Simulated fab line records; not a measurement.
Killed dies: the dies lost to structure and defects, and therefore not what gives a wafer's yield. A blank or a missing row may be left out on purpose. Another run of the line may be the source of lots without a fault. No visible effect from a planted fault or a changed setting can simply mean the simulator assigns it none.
fab line records	flow n5-finfet
record lots=5	wafers=14	last-day=18
route steps=1938 shown FIN_SAQP@114 FIN_CUT@154 BEOL_M4@1111 PASSIVATION@1936
lots that met no fault: from a run of the same line without faults
start-h: start of the lot's first displayed wafer, in hours after the record's first day	wait-h: how many hours have passed since the lot's step before this one	" repeats the value in the row above	L1.1+2: several wafers, shown together as one row	- no value present, or no start provided	* or withheld: withheld	< > ~ a bound
route shown NAME@n: names a module that has steps shown in the file, with the first one's number in the route	usual: average and standard deviation across the fault-free wafers	same: alike in all rows	chamber/n: place in a boat	sites: each site's reading	_std_site: the standard deviation of these	_edge_site: inner sites' mean taken away from outer sites' mean	radius-mm: how far each site lies from the wafer's centre	mask NAME#n: copy n	behind: tool/chamber where the wafer was last shaped	hold: what put the lot on hold/how long, in hours/how the hold closed	device: the transistor (n, p or np) that didn't switch	end of line: the same wafers' tests at the end of the route	a step with no rows: only its recipe	killed: at the first sort, the dies lost to defects and structure; wafer yield is something else	map: shows each die of a wafer: x if killed, . if not, _ if none is there
set.NAME: the setting the step ran with; set.NAME@STEP: the setting that earlier step ran with	model.NAME: the simulator's own value behind a step, which no gauge read
a table for each step, a row for each wafer; lots at some steps of the route
services: from which hour (start-h, from the record's first day; less than 0 if before it) a tool's chamber was out of use, for how many hours, and why
## steps
# step N5_FIN_SAQP_DESCUM_21
# recipe chemistry=O2	time-s=7.9	source-power-w=50	bias-power-w=20	pressure-mtorr=20	rf-frequency-hz=2.712e+07	temp-c=40	resist=CAR-ArF	o2-flow-sccm=225
# step N5_FIN_SAQP_ETCH_51
# recipe chemistry=CF4	target=SiARC	target-depth-a=455	mask-material=CAR-ArF	time-s=75.8	ion-energy-ev=80	pressure-mtorr=40	source-w=545	bias-w=36	Ar_flow_sccm=100	cf4-flow-sccm=100	ends=cleared
# step N5_FIN_SAQP_ETCH_52
# recipe chemistry=N2/H2	target=SOC	target-depth-a=1000	overetch-a=200	mask-material=SiARC	temp-c=40	time-s=150	ion-energy-ev=200	pressure-mtorr=30	source-w=840	bias-w=150	n2-flow-sccm=200	h2-flow-sccm=200	ends=end-point
# step N5_FIN_SAQP_STRIP_53
# recipe chemistry=N2/H2	temp-c=40	n2-flow-sccm=200	h2-flow-sccm=200	rf-frequency-hz=6e+07
# step N5_FIN_SAQP_HM_OPEN_73
# recipe chemistry=CHF3/O2	target=SiO2	stop-on=a-Si	target-depth-a=120	over-etch-frac=1.8	mask-material=SOC	time-s=16.8	pressure-mtorr=30	source-w=650	bias-w=170	Ar_flow_sccm=200	CHF3_flow_sccm=50	O2_flow_sccm=5	ion-energy-ev=200	ends=end-point
# step N5_FIN_SAQP_STRIP_74
# recipe chemistry=CHF3/O2	resist=SiARC	rf-frequency-hz=6e+07
# step N5_FIN_SAQP_MANDREL_ETCH_22
# recipe target-depth-a=600	chemistry=HBr/Cl2	target=a-Si	stop-on=SiNx	bt-time-s=10	over-etch-frac=0.5	time-s=30	pressure-mtorr=10	icp-w=800	bias-w=75	HBr_flow_sccm=150	Cl2_flow_sccm=80	ends=end-point
# step N5_FIN_SAQP_STRIP_55
# recipe chemistry=N2/H2	power-w=500	temp-c=40	pressure-mtorr=50	rf-frequency-hz=6e+07	overash-fraction=0.3	bias-power-w=28	h2-frac=0.5	n2-flow-sccm=300	h2-flow-sccm=300
# step N5_FIN_SAQP_STRIP_23
# recipe chemistry=SPM	time-s=750	temp-c=130	h2so4-h2o2-vol-ratio=4
# step N5_FIN_SAQP_SRD_66
# recipe dry=ipa-marangoni	time-s=30	temp-c=23	rinse-liquid=diw
# step N5_FIN_SAQP_RECESS_75
# recipe chemistry=HF/NH3	target=SiO2	target-depth-a=144	afs-cycles=3	temp-c=30	sublimation-temp-c=180	sublimation-time-s=60
# step N5_FIN_SAQP_SPACER1_ALD_24
# recipe material=SiO2	target-thk-a=203	temp-c=300	ald-precursor-family=BDEAS	ald-co-reactant=O2-plasma	pulse-time-s=1	purge-time-s=2	co-reactant-purge-time-s=2	ald-cycles=218	pressure-torr=2
# usual ald-cycles=218/0	heater-power-w=466/45	precursor-pulse-height-rel=0.999/0.019	susceptor-temp-C=300.00/0.21
# same purge-time-s=2
lot.wafer	tool	chamber	start-h	wait-h	ald-cycles	heater-power-w	precursor-pulse-height-rel	susceptor-temp-C	model.SiO2_of_FIN_SAQP_SPACER1_ALD_24.thk-nm
L283.2	ald-sin-03	0	59.14	0.3	218	465	1.011	300.16	20.4
L283.5	"	3	"	"	218	493	1.002	299.89	20.4
L283.6	"	2	"	"	218	389	0.984	300.04	20.4
L294.3	ald-sin-03	2	124.34	0.1	237	393	0.998	300.02	22
L294.5	"	0	"	"	218	476	0.970	300.00	20.4
L294.6	"	1	"	"	218	473	1.004	299.95	20.4
L295.4	ald-sin-03	0	133.24	0.1	237	488	0.974	300.07	22
L295.5	"	1	"	"	218	459	0.983	300.04	20.2
L296.2	ald-sin-03	2	138.30	0.3	218	397	1.027	299.61	20.4
L296.4	"	0	"	"	237	466	1.000	300.32	22
L296.5	"	0	"	"	218	480	1.024	300.09	20.4
L299.2	ald-sin-04	1	156.36	0.3	218	400	0.992	300.08	20.2
L299.3	"	0	"	"	218	435	1.031	299.88	20.2
L299.4	"	2	"	"	218	494	1.020	300.15	20.2
# step N5_FIN_SAQP_SPACER1_ETCHBACK_25
# recipe chemistry=CHF3/O2	mode=anisotropic-etchback	target=SiO2	target-depth-a=244	time-s=12.2	pressure-mtorr=30	source-w=650	bias-w=170	Ar_flow_sccm=200	CHF3_flow_sccm=50	O2_flow_sccm=5	ion-energy-ev=200
# step N5_FIN_SAQP_MANDREL1_REMOVE_56
# recipe chemistry=HBr/Cl2/O2	bt-time-s=10	target=a-Si	stop-on=SiNx	endpoint=OES-SiCl	over-etch-frac=1	icp-w=600	bias-w=22	HBr_flow_sccm=150	Cl2_flow_sccm=80	O2_flow_sccm=5	pressure-mtorr=10
# usual chamber-pressure-mTorr=10.001/0.0088	drypump-motor-current-A=5.8/0.41	mfc-cl2-sccm=79.96/0.24	oes-product-au=1.000/0.018	throttle-valve-pct=36.78/0.23
lot.wafer	tool	chamber	start-h	wait-h	chamber-pressure-mTorr	drypump-motor-current-A	mfc-cl2-sccm	oes-product-au	rf-hours-counter-h	throttle-valve-pct	model.FIN_SAQP.cd-nm
L283.2	rie-si-01	2	59.95	0.1	9.995	5.9	80.29	1.002	46	37.01	20.4
L283.5	"	1	"	"	9.999	5.2	79.93	0.974	-	36.52	20.4
L283.6	"	0	"	"	10.002	5.8	80.15	1.011	-	36.96	20.4
L294.3	rie-si-03	2	125.15	0.1	9.979	5.9	80.19	1.002	21	36.75	22.2
L294.5	"	2	"	"	9.994	5.9	79.84	1.000	-	36.74	20.4
L294.6	"	0	"	"	10.011	6.3	79.49	0.985	-	36.99	20.6
L295.4	rie-si-03	0	134.19	0.0	9.991	6.3	79.80	0.986	109	36.99	22.2
L295.5	"	2	"	"	10.002	5.9	79.98	1.003	-	36.73	20.4
L296.2	rie-si-06	0	139.15	0.1	9.998	6.6	80.10	0.996	130	36.84	20.4
L296.4	"	2	"	"	10.008	5.4	79.93	0.991	6	36.52	22
L296.5	"	2	"	"	10.000	5.4	79.80	0.979	-	36.53	20.4
L299.2	rie-si-01	1	157.16	0.1	9.997	5.2	79.51	0.980	36	36.52	20
L299.3	"	3	"	"	10.012	6.0	79.91	0.995	86	36.92	20
L299.4	"	2	"	"	10.002	5.9	80.06	1.011	48	37.01	20
# step N5_FIN_SAQP_CD_MEAS_27
# recipe target-cd-nm=20	landing-energy-ev=1000	detector=se-inlens	polarity=line
# usual cd-nm=20.28/0.24
lot.wafer	tool	chamber	start-h	wait-h	cd-nm
L283.2	cd-sem-02	0	60.06	0.1	20.24
L283.5	"	0	"	"	20.73
L283.6	"	0	"	"	20.34
L294.3	cd-sem-02	0	125.26	0.1	22.21
L294.5	"	0	"	"	20.56
L294.6	"	0	"	"	20.68
L295.4	cd-sem-02	0	134.31	0.1	22.20
L295.5	"	0	"	"	20.37
L296.2	cd-sem-01	0	139.26	0.1	20.44
L296.4	"	0	"	"	21.93
L296.5	"	0	"	"	20.51
L299.2	cd-sem-03	0	157.28	0.1	20.14
L299.3	"	0	"	"	19.98
L299.4	"	0	"	"	20.07
# step N5_FIN_SAQP_ETCH_57
# recipe chemistry=CH3F/O2	target=SiNx	mask-material=SiO2	target-depth-a=325	time-s=46.4	pressure-mtorr=30	source-w=395	bias-w=73	Ar_flow_sccm=150	CH3F_flow_sccm=30	O2_flow_sccm=20	ion-energy-ev=120	ends=cleared
# step N5_FIN_SAQP_ETCH_65
# recipe chemistry=CF4	target=SiO2	target-depth-a=40	ion-energy-ev=350	time-s=4.4	pressure-mtorr=10	icp-w=800	bias-w=400	cf4-flow-sccm=80
# step N5_FIN_SAQP_MANDREL_ETCH_58
# recipe chemistry=HBr/Cl2	target=a-Si	target-depth-a=450	bt-time-s=10	stop-on=SiNx	mask-material=SiO2	over-etch-frac=0.8	time-s=27	pressure-mtorr=10	icp-w=800	bias-w=75	HBr_flow_sccm=150	Cl2_flow_sccm=80	ends=end-point
# step N5_FIN_SAQP_RECESS_63
# recipe chemistry=HF/NH3	target=SiO2	target-depth-a=180	afs-cycles=3	temp-c=30	sublimation-temp-c=180	sublimation-time-s=60
# step N5_FIN_SAQP_COAT_68
# recipe resist=SOC	temp-c=250	time-s=60	spin-rpm=1500	resist-thk-nm=100
# step N5_FIN_SAQP_ETCH_69
# recipe chemistry=N2/H2	target=SOC	target-depth-a=1500	stop-on=SiNx	ion-energy-ev=100	bias-w=61	pressure-mtorr=30	source-w=850	n2-flow-sccm=200	h2-flow-sccm=200
# step N5_FIN_SAQP_ETCH_67
# recipe chemistry=CH3F/O2	target=SiNx	target-depth-a=300	mask-material=SOC	pressure-mtorr=30	source-w=395	bias-w=73	Ar_flow_sccm=150	CH3F_flow_sccm=30	O2_flow_sccm=20	ion-energy-ev=120
# step N5_FIN_SAQP_STRIP_70
# recipe chemistry=N2/H2	power-w=500	temp-c=40	pressure-mtorr=50	rf-frequency-hz=6e+07	overash-fraction=0.3	bias-power-w=28	h2-frac=0.5	n2-flow-sccm=300	h2-flow-sccm=300
# step N5_FIN_SAQP_RECESS_71
# recipe chemistry=HF/NH3	target=SiO2	target-depth-a=30	afs-cycles=1	temp-c=30	sublimation-temp-c=180	sublimation-time-s=60
# step N5_FIN_SAQP_SPACER2_ALD_28
# recipe material=SiO2	target-thk-a=81	temp-c=300	ald-precursor-family=BDEAS	ald-co-reactant=O2-plasma	pulse-time-s=1	purge-time-s=2	co-reactant-purge-time-s=2	pressure-torr=2
# step N5_FIN_SAQP_SPACER2_ETCHBACK_29
# recipe chemistry=CHF3/O2	mode=anisotropic-etchback	target=SiO2	target-depth-a=122	time-s=6.1	pressure-mtorr=30	source-w=650	bias-w=170	Ar_flow_sccm=200	CHF3_flow_sccm=50	O2_flow_sccm=5	ion-energy-ev=200
# step N5_FIN_SAQP_MANDREL2_REMOVE_60
# recipe chemistry=HBr/Cl2/O2	bt-time-s=10	target=a-Si	stop-on=SiNx	endpoint=OES-SiCl	over-etch-frac=1	icp-w=600	bias-w=22	HBr_flow_sccm=150	Cl2_flow_sccm=80	O2_flow_sccm=5	pressure-mtorr=10
# step N5_FIN_SAQP_HM_OPEN_33
# recipe chemistry=CH3F/O2	target=SiNx	mask-material=SiO2	target-depth-a=494	time-s=70.6	pressure-mtorr=30	source-w=395	bias-w=73	Ar_flow_sccm=150	CH3F_flow_sccm=30	O2_flow_sccm=20	ion-energy-ev=120	ends=cleared
# step N5_FIN_SAQP_ETCH_34
# recipe chemistry=C4F6/O2	target=SiO2	target-depth-a=450	time-s=15	ion-energy-ev=250	pressure-mtorr=30	source-w=345	bias-w=185	Ar_flow_sccm=300	C4F6_flow_sccm=10	O2_flow_sccm=10	ends=cleared
# step N5_FIN_SAQP_STRIP_77
# recipe chemistry=N2/H2	time-s=90	power-w=100	temp-c=40	pressure-mtorr=100	rf-frequency-hz=6e+07	bias-power-w=3	n2-flow-sccm=300	h2-flow-sccm=300
# step N5_FIN_SAQP_ETCH_64
# recipe chemistry=CF4	target=SiO2	target-depth-a=15	ion-energy-ev=350	pressure-mtorr=10	icp-w=800	bias-w=400	cf4-flow-sccm=80
# step N5_FIN_SAQP_FIN_ETCH_36
# recipe chemistry=HBr/Cl2/O2	target-depth-a=1200	mask-material=SiNx	time-s=50.4	bias-w=102	pressure-mtorr=10	icp-w=800	HBr_flow_sccm=150	Cl2_flow_sccm=80	O2_flow_sccm=12
# step N5_FIN_SAQP_PRECLEAN_38
# recipe chemistry=O3/DIW	time-s=45	temp-c=22	o3-ppm=10
# step N5_FIN_SAQP_PRECLEAN_45
# recipe chemistry=dHF	time-s=10	dilution=500:1	temp-c=25
# step N5_FIN_SAQP_SRD_39
# recipe dry=ipa-marangoni	time-s=30	temp-c=23	rinse-liquid=diw
# step N5_FIN_CUT_COAT_18
# recipe resist=SOC	temp-c=250	time-s=60	spin-rpm=1500	resist-thk-nm=230
# step N5_BEOL_M4_RC_MEAS_101
# usual DIBL_N=36.1/1.3	DIBL_P=36.1/1.7	IOFF_N=0.154/0.022	IOFF_P=0.201/0.024	ION_N=675/8.9	ION_P=462/5.9	SS_N=71.5/0.49	SS_P=73.3/0.58	VT_N=250.0/2.7	VT_P=-251.3/2.7
lot.wafer	tool	chamber	start-h	wait-h	DIBL_N[mV/V]	DIBL_P[mV/V]	IOFF_N[nA/um]	IOFF_P[nA/um]	ION_N[uA/um]	ION_P[uA/um]	SS_N[mV/dec]	SS_P[mV/dec]	VT_N[mV]	VT_P[mV]
L283.2	prober-01	0	199.62	0.2	36.3	37.4	0.155	0.218	670	463	71.5	73.2	250.4	-247.9
L283.5	"	0	"	"	35.3	36.5	0.149	0.199	679	465	70.7	72.7	250.7	-249.7
L283.6	"	0	"	"	36.4	36.4	0.146	0.194	670	464	71.3	72.7	251.9	-249.2
L295.4	prober-02	0	285.19	0.5	35.6	35.6	0.132	0.168	666	454	71.4	73.0	256.1	-257.8
L295.5	"	0	"	"	36.4	36.8	0.145	0.187	666	455	71.5	73.2	252.7	-253.4
L294.3	prober-02	0	288.12	0.3	34.6	34.8	0.126	0.186	664	462	70.6	72.4	253.7	-249.7
L294.5	"	0	"	"	35.8	36.2	0.148	0.204	667	465	71.1	73.4	251.6	-249.1
L294.6	"	0	"	"	37.4	38.8	0.182	0.242	688	468	71.3	73.9	248.0	-248.0
L296.2	prober-01	0	289.66	0.2	35.2	35.1	0.146	0.190	680	466	71.9	72.8	250.5	-249.6
L296.4	"	0	"	"	36.0	36.3	0.148	0.196	670	463	72.3	72.7	251.4	-250.8
L296.5	"	0	"	"	33.6	32.6	0.116	0.158	660	457	71.6	71.7	255.8	-252.9
L299.2	prober-02	0	319.63	0.2	36.8	37.9	0.169	0.246	676	468	71.5	73.4	249.1	-245.1
L299.3	"	0	"	"	36.7	37.0	0.156	0.218	673	466	72.0	73.1	247.2	-247.4
L299.4	"	0	"	"	37.7	38.4	0.179	0.248	690	475	71.6	74.0	244.3	-248.4
# step N5_PASSIVATION_PROBE_49
# usual defect-limited-yield=90.9/1.3	killed_at_M0_to_M3=35/10	killed_at_M4_up=15/5.7	killed-at-contacts=14/6.4	killed-at-front-end=40/11	killed-at-other=4/3.1	killed-dies=108/16	killed-open=71/11	killed-short=34/7.7	sort_bin_5_function=5.4/0.9	sort_bin_6_memory=3.4/0.61	sort-n-pass=1072/16	sort-yield-pct=90.9/1.3
# same gross-dies=1180	killed-at-back-side=0	sort_bin_4_leakage[%]=0	sort_bin_8_speed[%]=0
lot.wafer	tool	chamber	start-h	wait-h	defect-limited-yield[%]	killed_at_M0_to_M3	killed_at_M4_up	killed-at-contacts	killed-at-front-end	killed-at-other	killed-dies	killed-open	killed-short	sort_bin_5_function[%]	sort_bin_6_memory[%]	sort-n-pass	sort-yield-pct[%]
L294.3	prober-01	-	390.01	0.1	87.0	42	13	24	70	4	153	73	35	9.9	2.9	1027	87.0
L295.4	prober-02	-	390.19	0.2	87.7	47	14	4	76	4	145	61	39	9.0	2.9	1035	87.7
L296.4	prober-01	-	400.23	0.2	83.1	51	34	18	92	4	199	103	53	11.2	5.2	981	83.1
# killed by level:class
L294.3 FIN_SAQP:area-ald=45 MOL_CONTACT_COAG:geometric-particle:open=21 BEOL_M0_SAQP:geometric-particle:open=10 BEOL_M0_SAQP:geometric-particle:short=8 BEOL_M2:geometric-particle:open=7 BEOL_M3:geometric-particle:open=5 BEOL_M5:geometric-particle:open=5 FIN_SAQP:geometric-particle:short=4
L295.4 FIN_SAQP:area-ald=42 BEOL_M0_SAQP:geometric-particle:short=13 BEOL_M1:geometric-particle:open=11 BEOL_M0_SAQP:geometric-particle:open=8 FIN_SAQP:geometric-particle:short=7 BEOL_M4:geometric-particle:open=6 FIN_SAQP:geometric-particle:open=5 BEOL_M0:geometric-particle:open=4
L296.4 FIN_SAQP:area-ald=42 BEOL_M4:geometric-particle:open=21 MOL_CONTACT_COAG:geometric-particle:open=13 BEOL_M3:geometric-particle:open=12 BEOL_M0_SAQP:geometric-particle:short=10 DUMMY_GATE:geometric-particle:open=8 FIN_SAQP:geometric-particle:short=7 BEOL_M1:geometric-particle:open=7
# map L294.3 (x killed, . not)
_________________............________________
______________............x....._____________
___________.x.....x.....x........x.__________
__________.........................._________
________............xx................_______
_______..x.................x......x..x.______
______....x.............x...x..........._____
_____.x.......x......x...x.............x.____
____.......x.x......x....x.....x.........x___
___.x.xx........x....x.......x...x.........__
___...........x..........xx.............xx.__
__...x.............x.........x......x......x_
__.........x.....x..x.x.x.....xx.......x...._
_.............x..x..xx.x...x..x....x........x
_x...........x..x..xx..x.x....x....x.........
_...................x.xx.xxx..x..............
_..........x...x...x..xx..xx.........x.......
_..x..................xx.....x.......x.....x.
_...........x......xxxxx...x..........x......
_..............x...x...x.xx................x.
_..........x......xx...xx........x...........
__.......x...........xx..............x......_
__..x...........x..x....xx.................x_
___....x...........x...x..x.x...........x..__
___...............x....x.x........xxxx...x.__
____...x....x.............................___
_____..............x..x.............x....____
______.x................x..........x...._____
_______.......x..x......x......x.......______
________.............................._______
__________.x...x...x.............x.._________
___________.......................x__________
______________.....x............_____________
_________________x.........x.________________
# map L295.4 (x killed, . not)
_________________x...........________________
______________.x......x.....x..._____________
___________.........x...x.x........__________
__________...x...................x.._________
________..x.................x........._______
_______.x.........x....................______
______..xx......x.............x........._____
_____.......................x...x........____
____.x.x.........xx....xx...x..x..........___
___........................................__
___x...x...............x............x......__
__........x......x....x..x.................._
__...x...x..............x..x................_
_x........x..x..x.x.x....x...................
_...x......x...x...xxx..x....................
_......x........xxxx.xxxx.x.x.x.......x.x....
_.............x.x.x.x....x.xx...x............
_...................x..x.x........x..........
_....xx........x.x.xx....x...................
_..............x.....xx.xx...x...x...........
_.....................x.x..x...............xx
__x..................x.xx.............x....._
__................xx...........x............_
___....x..........x....x..........x..xx...x__
___.....x...x.......x...x..........x.......__
____..x..x.....x........x....x.......x....___
_____....................................____
______..x..............................._____
_______....x.....x.....x...x.......x...______
________.....x........................_______
__________...............x....x...xx_________
___________..xx.......x..xx..x..x..__________
______________..............x..._____________
_________________......x...x.________________
## services
tool	chamber	start-h	hours	kind
rie-si-01	1	41.51	7.9	repair
ald-sin-03	2	52.80	3.3	repair
rie-si-06	2	83.81	8.7	repair
ald-sin-03	1	89.88	3.2	repair
rie-si-03	0	111.40	7.7	repair
rie-si-06	-	122.79	0.4	repair
rie-si-03	3	124.96	6.3	repair
ald-sin-03	-	127.76	0.7	repair
rie-si-03	2	136.06	10.6	repair
## key
first-sign step=N5_FIN_SAQP_SPACER1_ALD_24	reading=ald-cycles	direction=up	sigmas=99+	usual=*	struck=*
effect step=N5_FIN_SAQP_CD_MEAS_27	reading=cd-nm	direction=up	sigmas=7.8	usual=20.28	struck=22.12
effect step=N5_PASSIVATION_PROBE_49	reading=sort_bin_5_function	direction=up	sigmas=5.2	usual=5.4	struck=10.0
model-effect step=N5_FIN_SAQP_SPACER1_ALD_24	value=SiO2_of_FIN_SAQP_SPACER1_ALD_24.thk-nm	without=20.27	struck=22
model-effect step=N5_FIN_SAQP_MANDREL1_REMOVE_56	value=FIN_SAQP.cd-nm	without=20.33	struck=22.13
more-kills-born-at N5_FIN_SAQP_SPACER1_ALD_24@ald-sin-03=129
met-at N5_FIN_SAQP_SPACER1_ALD_24
struck-wafers L294.3,L295.4,L296.4
onset-between 59.14 124.34
fault kind=process-parameter-drift	tool=ald-sin-03	chamber=-	onset-h=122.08	steps=N5_FIN_SAQP_SPACER1_ALD_24	channel=ald-cycles	offset=*	shape=step	end-h=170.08	scope=struck-wafers-only	acts-in=*	stated=*
